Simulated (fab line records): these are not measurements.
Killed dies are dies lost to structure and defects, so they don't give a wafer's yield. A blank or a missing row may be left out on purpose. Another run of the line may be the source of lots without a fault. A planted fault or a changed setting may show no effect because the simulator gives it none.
Matching of chambers | flow n5-finfet | rie-diel-05 running N5_BEOL_M2_ETCH_63: 4 sister chambers
The step etches SiARC in CF4, target depth 15.6 nm, time 26 s. 24 wafers are shown with their chamber, then 12 later ones without.

WAFERS, EACH WITH ITS CHAMBER
wafer  | chamber | showerhead-plenum-p-Torr (Torr) | drypump-motor-current-A (A) | throttle-valve-pct (%)
L074.1 | 0       | 2.24                            | 5.7                         | 15.63
L074.4 | 1       | 2.18                            | 6.0                         | 15.18
L074.5 | 1       | 2.18                            | 5.9                         | 15.17
L078.2 | 2       | 2.11                            | 5.8                         | 15.77
L078.4 | 3       | 2.10                            | 5.7                         | 15.70
L078.5 | 1       | 2.18                            | 5.9                         | 15.18
L079.2 | 0       | 2.23                            | 5.7                         | 15.66
L079.3 | 1       | 2.17                            | 5.9                         | 15.18
L079.5 | 3       | 2.10                            | 5.6                         | 15.72
L080.1 | 3       | 2.10                            | 5.7                         | 15.73
L080.4 | 1       | 2.17                            | 5.9                         | 15.21
L080.6 | 3       | 2.10                            | 5.7                         | 15.73
L081.1 | 3       | 2.10                            | 5.6                         | 15.72
L081.3 | 0       | 2.23                            | 5.7                         | 15.63
L081.6 | 0       | 2.23                            | 5.7                         | 15.63
L085.2 | 2       | 2.11                            | 5.8                         | 15.30
L085.3 | 0       | 2.23                            | 5.7                         | 15.67
L085.4 | 3       | 2.09                            | 5.6                         | 15.76
L088.1 | 3       | 2.09                            | 5.7                         | 15.76
L088.2 | 1       | 2.17                            | 6.0                         | 15.24
L088.3 | 0       | 2.23                            | 5.7                         | 15.69
L088.4 | 2       | 2.11                            | 5.8                         | 15.29
L088.5 | 3       | 2.09                            | 5.6                         | 15.77
L088.6 | 0       | 2.23                            | 5.7                         | 15.70

SIGNATURES (averages over the wafers above)
reading                  | chamber 0 | chamber 1 | chamber 2 | chamber 3 | scatter within a chamber
showerhead-plenum-p-Torr | 2.2314    | 2.1750    | 2.1100    | 2.0962    | 0.0046
drypump-motor-current-A  | 5.700     | 5.933     | 5.800     | 5.650     | 0.0408
throttle-valve-pct       | 15.6586   | 15.1933   | 15.4533   | 15.7363   | 0.0904
Rule: for each reading, subtract the chamber's mean from the wafer's reading, divide by that reading's scatter and square the result; add these up over the readings and take the root, which gives the wafer's distance from the chamber. If the next closest chamber is less than 2 further off than the closest, the wafer can't be placed; otherwise it belongs to the closest. The scatter: the root of (the sum of the squares of (reading less its chamber's mean) over the shown wafers, divided by (wafers less chambers)).

WAFERS MISSING THEIR CHAMBER
wafer  | showerhead-plenum-p-Torr (Torr) | drypump-motor-current-A (A) | throttle-valve-pct (%)
L087.2 | 2.22                            | 5.7                         | 15.70
L087.4 | 2.17                            | 6.0                         | 15.22
L087.5 | 2.11                            | 5.8                         | 15.31
L089.3 | 2.22                            | 5.7                         | 15.70
L089.4 | 2.09                            | 5.7                         | 15.78
L089.5 | 2.17                            | 5.9                         | 15.23
L090.3 | 2.09                            | 5.7                         | 15.78
L090.4 | 2.22                            | 5.7                         | 15.69
L090.5 | 2.22                            | 5.7                         | 15.71
L094.1 | 2.22                            | 5.7                         | 15.71
L094.2 | 2.09                            | 5.6                         | 15.79
L094.3 | 2.10                            | 5.8                         | 15.33

WHICH CHAMBER EACH ONE RAN IN
wafer  | from the rows above | in truth
L087.2 | 0                   | 0
L087.4 | 1                   | 1
L087.5 | 2                   | 2
L089.3 | 0                   | 0
L089.4 | 3                   | 3
L089.5 | 1                   | 1
L090.3 | 3                   | 3
L090.4 | 0                   | 0
L090.5 | 0                   | 0
L094.1 | 0                   | 0
L094.2 | 3                   | 3
L094.3 | 2                   | 2
12 of 12 placed correctly. Number that these rows cannot place: 0. Wrongly placed: 0.
